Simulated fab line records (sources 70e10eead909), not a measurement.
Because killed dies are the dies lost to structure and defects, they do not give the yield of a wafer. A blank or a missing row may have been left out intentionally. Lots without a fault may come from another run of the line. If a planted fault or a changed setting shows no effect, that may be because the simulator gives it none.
Chamber matching	flow nandHarc	NHARC_P_CONTACT_CMP_24 on cmp-02 has 4 sister chambers
The step polishes, t overpolish 30 s, target thk 200 nm. 18 wafers are shown with their chamber, then 9 later ones without.

## EACH WAFER AND ITS CHAMBER
wafer	chamber	motorCurrentA (A)	timeToEndpointS (s)	retainingRingPressureFrac
L080.2	3	13.2	46	1.005
L080.3	0	11.2	34	0.999
L080.5	0	10.8	36	1.002
L082.2	0	11.2	35	0.991
L082.4	1	13.9	40	1.007
L082.6	1	13.5	41	1.000
L083.1	2	10.9	45	1.004
L083.2	3	13.4	42	1.003
L083.4	0	11.0	36	1.000
L084.2	2	10.8	43	0.987
L084.3	1	13.7	41	0.999
L084.6	1	14.3	43	0.992
L085.1	0	10.6	35	1.000
L085.3	2	11.1	43	1.002
L085.6	2	10.8	44	0.994
L087.1	2	11.2	41	0.993
L087.3	1	13.6	39	1.005
L087.4	3	13.2	44	0.993

SIGNATURES (averages over the wafers above)
reading	chamber 0	chamber 1	chamber 2	chamber 3	scatter within a chamber
motorCurrentA	10.960	13.800	10.960	13.267	0.244
timeToEndpointS	35.20	40.80	43.20	44.00	1.42
retainingRingPressureFrac	0.99840	1.00060	0.99600	1.00033	0.0059
Rule: for a wafer and a chamber, the distance is found by dividing, reading by reading, the gap between the wafer's reading and the chamber's mean by the reading's scatter, squaring, summing and taking the root. The wafer belongs to the nearest chamber; if the next one is less than 2 further off, it can't be placed. The scatter is the square root of a quotient: the sum, over the shown wafers, of each reading's squared deviation from its chamber's mean, divided by wafers minus chambers.

## WAFERS WITHOUT THEIR CHAMBER
wafer	motorCurrentA (A)	timeToEndpointS (s)	retainingRingPressureFrac
L088.3	10.9	34	1.008
L088.4	13.1	42	0.998
L088.6	11.2	34	1.002
L090.1	12.2	44	0.998
L090.2	11.8	36	0.997
L090.5	11.0	45	0.997
L096.1	10.6	43	0.999
L096.2	11.4	33	1.002
L096.4	14.1	42	0.999

## EACH ONE'S CHAMBER
wafer	from the rows above	in truth
L088.3	0	0
L088.4	can't be placed: 3 or 1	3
L088.6	0	0
L090.1	can't be placed: 3 or 2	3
L090.2	0	0
L090.5	2	2
L096.1	2	2
L096.2	0	0
L096.4	1	1
Correctly placed: 7 of 9. Unplaceable from these rows: 2, with the true chamber sitting among the candidates in 2. Placed wrongly: 0.
